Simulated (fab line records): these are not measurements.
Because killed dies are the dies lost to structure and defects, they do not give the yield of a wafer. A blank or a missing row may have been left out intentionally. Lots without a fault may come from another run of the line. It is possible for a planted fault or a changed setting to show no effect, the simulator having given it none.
Chamber matching -- flow nand-harc -- rie-diel-03 running NHARC_A_BONDPAD_STRIP_15: 4 sister chambers
The step strips in O2. 36 wafers are shown with their chamber, then 12 later ones without.

WAFERS, EACH WITH ITS CHAMBER
wafer,chamber,showerhead-plenum-p-Torr (Torr),drypump-motor-current-A (A),oes-product-au (a.u.)
L075.1,1,3.53,5.3,1.020
L075.5,3,3.49,5.7,0.975
L075.6,2,3.78,5.4,0.984
L078.2,2,3.78,5.5,0.982
L078.3,0,3.46,5.0,0.997
L078.4,3,3.49,5.7,0.991
L076.1,0,3.46,5.0,0.993
L076.3,3,3.49,5.7,0.988
L076.5,0,3.46,5.0,0.983
L076.2,2,3.78,5.5,0.978
L076.4,3,3.49,5.7,0.989
L076.6,2,3.78,5.4,0.982
L079.1,3,3.49,5.7,0.983
L079.2,0,3.46,5.0,0.990
L079.4,1,3.52,5.3,1.010
L081.1,0,3.46,5.0,0.982
L081.4,1,3.52,5.3,1.012
L081.6,0,3.46,5.0,0.993
L083.3,1,3.52,5.3,1.017
L083.4,3,3.49,5.7,0.986
L083.6,1,3.52,5.3,1.017
L083.1,0,3.46,5.0,0.988
L083.2,2,3.78,5.5,0.988
L083.5,2,3.78,5.5,0.983
L082.1,0,3.46,5.0,1.002
L082.4,1,3.52,5.3,1.022
L082.6,3,3.49,5.7,0.999
L086.1,1,3.52,5.3,1.027
L086.3,0,3.46,5.0,0.993
L086.6,3,3.49,5.8,0.998
L085.1,0,3.46,5.0,0.978
L085.5,3,3.49,5.7,0.992
L085.6,2,3.78,5.5,0.985
L090.1,0,3.46,5.0,0.998
L090.3,1,3.52,5.3,1.019
L090.6,2,3.78,5.4,0.992

SIGNATURES, as means of the wafers listed above
reading,chamber 0,chamber 1,chamber 2,chamber 3,scatter within a chamber
showerhead-plenum-p-Torr,3.4600,3.5213,3.7800,3.4900,0.00165
drypump-motor-current-A,5.000,5.300,5.463,5.711,0.0294
oes-product-au,0.99064,1.01800,0.98425,0.98900,0.00639
Rule: a wafer's distance from a chamber is the root of the sum, over the readings, of the square of ((its reading less the chamber's mean) divided by the reading's scatter). If the next closest chamber is less than 2 further off than the closest, the wafer can't be placed; otherwise it belongs to the closest. How the scatter is found: for the shown wafers, subtract from each reading the mean of its chamber, square and add these, divide the total by (wafers less chambers), then take the root.

WAFERS WITHOUT THEIR CHAMBER
wafer,showerhead-plenum-p-Torr (Torr),drypump-motor-current-A (A),oes-product-au (a.u.)
L092.1,3.49,5.7,0.989
L092.2,3.46,5.0,0.993
L092.4,3.78,5.5,0.990
L094.1,3.49,5.7,0.972
L094.3,3.52,5.3,1.012
L094.4,3.78,5.4,0.986
L091.1,3.49,5.7,0.981
L091.5,3.49,5.7,0.981
L091.6,3.78,5.5,0.975
L096.2,3.46,5.0,0.990
L096.4,3.52,5.3,1.016
L096.6,3.78,5.5,0.989

WHICH CHAMBER EACH WENT THROUGH
wafer,from the rows above,in truth
L092.1,3,3
L092.2,0,0
L092.4,2,2
L094.1,3,3
L094.3,1,1
L094.4,2,2
L091.1,3,3
L091.5,3,3
L091.6,2,2
L096.2,0,0
L096.4,1,1
L096.6,2,2
12 of 12 placed correctly. Can't be placed from these rows: 0. Wrongly placed: 0.
